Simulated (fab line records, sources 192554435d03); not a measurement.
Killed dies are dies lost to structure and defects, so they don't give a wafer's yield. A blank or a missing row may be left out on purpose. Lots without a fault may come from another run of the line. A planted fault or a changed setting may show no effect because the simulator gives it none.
A struck lot beside a sound one | flow n5_finfet | 23 steps out of a route of 1938
Sound: wafers L556.1, L556.3, L556.5. Struck: wafers L552.2, L552.3, L552.5. The cause comes at the end.
At each step with rows: each side's tool, then ch and its chambers, then its first start. Under that, the readings that differ: sound wafers | struck wafers | difference of the means | sigmas: that difference in standard deviations of wafers without a fault.
alike: readings whose means differ by less than 2 such deviations, and words and numbers that are the same on both sides. not compared: withheld readings, readings that some wafer has no value for, bounds like >300 that may hide the same value, and numbers for which the record gives no deviation and whose values overlap.
The two part at a step that has a row with sigmas, a row that says differs or no value, or rows on one side only. Numbers that don't overlap but have no deviation are shown without sigmas and don't part them. A reading that every wafer of one side lacks parts them only if that side has two wafers or more.

first, 8 steps without rows for these wafers: N5_BEOL_M9_ANNEAL_51 (time 90 s); N5_BEOL_M9_CMP_52 (polishes, stops on SiCOH lowk, t overpolish 7 s, target thk 140 nm); N5_BEOL_M9_PRE_CLEAN_55 (time 15 s); N5_BEOL_M9_DEP_56 (deposits SiCN from 3MS/NH3, target thk 15 nm, time 26.5 s); N5_BEOL_M10_ILD_DEP_00 (deposits SiCOH lowk from DEMS/porogen, target thk 308.51 nm, time 58 s); N5_BEOL_M10_CURE_71 (cures SiCOH lowk, time 240 s); N5_BEOL_M10_PECVD_70 (deposits SiO2 from TEOS/O2, target thk 20 nm, time 22.7 s); N5_BEOL_M10_HM_DEP_02 (deposits TiN, target thk 20 nm).
N5_BEOL_M10_COAT_59: time 60 s, resist thk 100 nm.
  sound on litho_track-03 ch 0, day 13 02:35; struck on litho_track-04 ch 0, day 12 08:03
  reading                                   | sound                | struck               | difference | sigmas
  resist_line_temp_C (C)                    | 22.98 22.95 23.06    | 22.81 22.80 22.76    | -0.21      | -2
  spin_speed_rpm (rpm)                      | 1500.0 1500.5 1500.4 | 1461.1 1460.3 1460.5 | -39.7      | -43
  model.SOC_of_BEOL_M10_COAT_59.thk_nm (nm) | 99.8 100.2 100.2     | 101.2 101.2 101.4    | +1.2       |
  alike: chill_plate_temp_C
then, 9 steps without rows for these wafers: N5_BEOL_M10_COAT_60 (time 60 s, resist thk 30 nm); N5_BEOL_M10_COAT_05 (resist thk 90 nm); N5_BEOL_M10_EBR_07; N5_BEOL_M10_SOFTBAKE_06 (time 60 s); N5_BEOL_M10_EXPOSE_08 (exposes mask M10); N5_BEOL_M10_PEB_09 (peb time 60 s); N5_BEOL_M10_DEVELOP_10 (develop time 30 s); N5_BEOL_M10_DESCUM_16 (chemistry O2, time 7.9 s); N5_BEOL_M10_ETCH_61 (etches SiARC in CF4, target depth 39 nm, time 65 s).
N5_BEOL_M10_ETCH_62: etches SOC in N2/H2, target depth 110 nm, overetch 22 nm, time 165 s.
  sound on rie_diel-04 ch 0,3, day 13 03:17; struck on rie_diel-01 ch 0,1,3, day 12 08:35
  reading                  | sound             | struck            | difference | sigmas
  model.etch.depth_nm (nm) | 99.82 100.2 100.3 | 101.1 101.2 101.4 | +1.1       |
  alike: drypump_motor_current_A, n2_flow_sccm, oes_product_au, rf_fwd_power_W, rf_vpp_V, showerhead_plenum_p_Torr, throttle_valve_pct
  not compared: rf_hours_counter_h
then, 2 steps without rows for these wafers: N5_BEOL_M10_STRIP_68 (strips in N2/H2); N5_BEOL_M10_STRIP_67 (strips in CF4).
N5_BEOL_M10_HM_OPEN_17: chemistry Cl2/BCl3, target TiN, target depth 20 nm, overetch 6 nm.
  sound on rie_metal-02 ch 0,1, day 13 03:28; struck on rie_metal-01 ch 1, day 12 08:47
  reading                                   | sound          | struck         | difference | sigmas
  model.SOC_of_BEOL_M10_COAT_59.thk_nm (nm) | 91.8 92.2 92.4 | 93.2 93.2 93.4 | +1.1       |
  alike: bcl3_flow_sccm, drypump_motor_current_A, mfc_cl2_sccm, oes_ar_750_au, oes_product_au, rf_fwd_power_W, throttle_valve_pct
  not compared: rf_hours_counter_h
then, 1 step without rows for these wafers: N5_BEOL_M10_STRIP_19 (strips in O2).

WHERE THEY PART
Only at N5_BEOL_M10_COAT_59, within this record. Later steps at which nothing parts them and some readings are alike: N5_BEOL_M10_ETCH_62, N5_BEOL_M10_HM_OPEN_17.

WHY: what the simulator had put in
Process parameter drift: litho_track-04, from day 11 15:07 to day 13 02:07, at N5_BEOL_M10_COAT_59. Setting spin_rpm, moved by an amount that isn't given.
